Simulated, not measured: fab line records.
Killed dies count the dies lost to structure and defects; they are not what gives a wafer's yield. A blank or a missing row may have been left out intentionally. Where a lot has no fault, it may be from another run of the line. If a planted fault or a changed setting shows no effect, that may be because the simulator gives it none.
Struck lot and sound lot, side by side | flow n5 finfet | 37 out of 1938 route steps
Sound: wafers L126.1, L126.3, L126.4. Struck: wafers L130.4, L130.5, L130.6. The cause is named last.
For every step that has rows: the tool of each side, followed by ch and its chambers, followed by its first start. Under that, the readings that differ: sound wafers | struck wafers | difference of the means | sigmas: that difference in standard deviations of wafers without a fault.
alike: words and numbers the same on both sides, and readings whose means are apart by under 2 such deviations; not compared: readings that were withheld, readings missing a value for some wafer, numbers with overlapping values and no deviation given by the record, and bounds like >300 which may hide the same value.
Wherever a step has rows on one side only, a row that says differs or no value, or a row with sigmas, the two part there. Numbers that have no deviation but don't overlap get no sigmas and don't part them. A reading missing from all wafers of one side parts the sides only when that side holds two or more wafers.

first, 9 steps without rows for these wafers: N5_BEOL_M4_ANNEAL_95 (time 240 s); N5_BEOL_M4_SPUTTER_96 (material Cu, target thk 4.5 nm, time 8.29 s); N5_BEOL_M4_ECD_50 (material Cu, target thk 300 nm); N5_BEOL_M4_ANNEAL_51 (time 90 s); N5_BEOL_M4_CMP_52 (polishes, stops on SiOC, t overpolish 6.8 s, target thk 40 nm); N5_BEOL_M4_PRE_CLEAN_60 (time 15 s); N5_BEOL_M4_CO_CAP_55 (material Co, precursor CCTBA/H2, target thk 2 nm, time 102.1 s); N5_BEOL_M4_PRE_CLEAN_56 (time 15 s); N5_BEOL_M4_DEP_57 (deposits SiCN from 3MS/NH3, target thk 8 nm, time 14 s).
N5_BEOL_M4_RC_MEAS_101:
  sound on prober-02 ch 0, day 11 17:36; struck on prober-01 ch 0, day 12 19:50
  alike: DIBL_N, DIBL_P, IOFF_N, IOFF_P, ION_N, ION_P, SS_N, SS_P, VT_N, VT_P
then, 24 steps without rows for these wafers: N5_BEOL_M5_ILD_DEP_00 (deposits SiCOH lowk from DEMS/porogen, target thk 140.64 nm, time 25.9 s); N5_BEOL_M5_CURE_79 (cures SiCOH lowk, time 240 s); N5_BEOL_M5_PECVD_70 (deposits SiO2 from TEOS/O2, target thk 16 nm, time 18 s); N5_BEOL_M5_HM_DEP_02 (deposits TiN, target thk 20 nm); N5_BEOL_M5_COAT_59 (time 60 s, resist thk 60 nm); N5_BEOL_M5_COAT_60 (time 60 s, resist thk 12 nm); N5_BEOL_M5_COAT_71 (time 60 s, resist thk 5 nm); N5_BEOL_M5_COAT_05 (resist thk 30 nm); N5_BEOL_M5_EBR_07; N5_BEOL_M5_SOFTBAKE_06 (time 60 s); N5_BEOL_M5_EXPOSE_08 (exposes mask M5, target cd 28 nm); N5_BEOL_M5_PEB_09 (peb time 60 s); N5_BEOL_M5_DEVELOP_10 (develop time 30 s); N5_BEOL_M5_DESCUM_16 (chemistry O2, time 7 s); N5_BEOL_M5_ETCH_72 (etches underlayer in N2/H2, target depth 6.5 nm, time 5.2 s); N5_BEOL_M5_ETCH_61 (etches SiARC in CF4, target depth 15.6 nm, time 26 s); N5_BEOL_M5_ETCH_62 (etches SOC in N2/H2, target depth 75 nm, overetch 15 nm, time 112.5 s); N5_BEOL_M5_STRIP_63 (strips in N2/H2); N5_BEOL_M5_STRIP_73 (strips in N2/H2); N5_BEOL_M5_STRIP_64 (strips in CF4); N5_BEOL_M5_HM_OPEN_17 (chemistry Cl2/BCl3, target TiN, target depth 20 nm, overetch 6 nm); N5_BEOL_M5_STRIP_19 (strips in O2); N5_BEOL_M5_COAT_65 (time 60 s, resist thk 60 nm); N5_BEOL_M5_COAT_66 (time 60 s, resist thk 12 nm).
-- here the record skips 3 days between the struck wafers' starts before and after, leaving off in module BEOL_M5 and picking up in module BEOL_M14 (first step shown: number 1718 of the route) --
N5_BEOL_M14_COAT_58: time 60 s, resist thk 89 nm.
  sound on litho track-03 ch 0, day 14 19:28; struck on litho track-03 ch 0, day 15 21:50
  reading                                    | sound                | struck               | difference | sigmas
  spin speed rpm (rpm)                       | 1500.7 1500.0 1499.5 | 2226.3 2227.1 2227.2 | +726.8     | +99 or more
  model.BARC_of_BEOL_M14_COAT_58.thk nm (nm) | 89.2 89.6 89.2       | 73 73.2 73           | -16        |
N5_BEOL_M14_ETCH_59: etches BARC in N2/H2, target depth 89 nm, overetch 26.7 nm, time 67.9 s.
  sound on rie diel-05 ch 0,1,3, day 14 19:53; struck on rie diel-06 ch 1,2,3, day 15 22:21
  reading                  | sound            | struck            | difference | sigmas
  model.etch.depth nm (nm) | 89.16 89.5 89.21 | 73.09 73.27 73.09 | -16.14     |
  alike: drypump motor current A, oes product au, rf fwd power W, rf vpp V, showerhead plenum p Torr, throttle valve pct
  not compared: rf hours counter h
N5_PASSIVATION_PROBE_49:
  record: rows for the struck wafers here (prober-02, day 17 02:52), none for the sound ones

== WHERE THEY PART ==
First at N5_BEOL_M14_COAT_58; last, within this record, at N5_PASSIVATION_PROBE_49.

WHY: what the simulator had put in
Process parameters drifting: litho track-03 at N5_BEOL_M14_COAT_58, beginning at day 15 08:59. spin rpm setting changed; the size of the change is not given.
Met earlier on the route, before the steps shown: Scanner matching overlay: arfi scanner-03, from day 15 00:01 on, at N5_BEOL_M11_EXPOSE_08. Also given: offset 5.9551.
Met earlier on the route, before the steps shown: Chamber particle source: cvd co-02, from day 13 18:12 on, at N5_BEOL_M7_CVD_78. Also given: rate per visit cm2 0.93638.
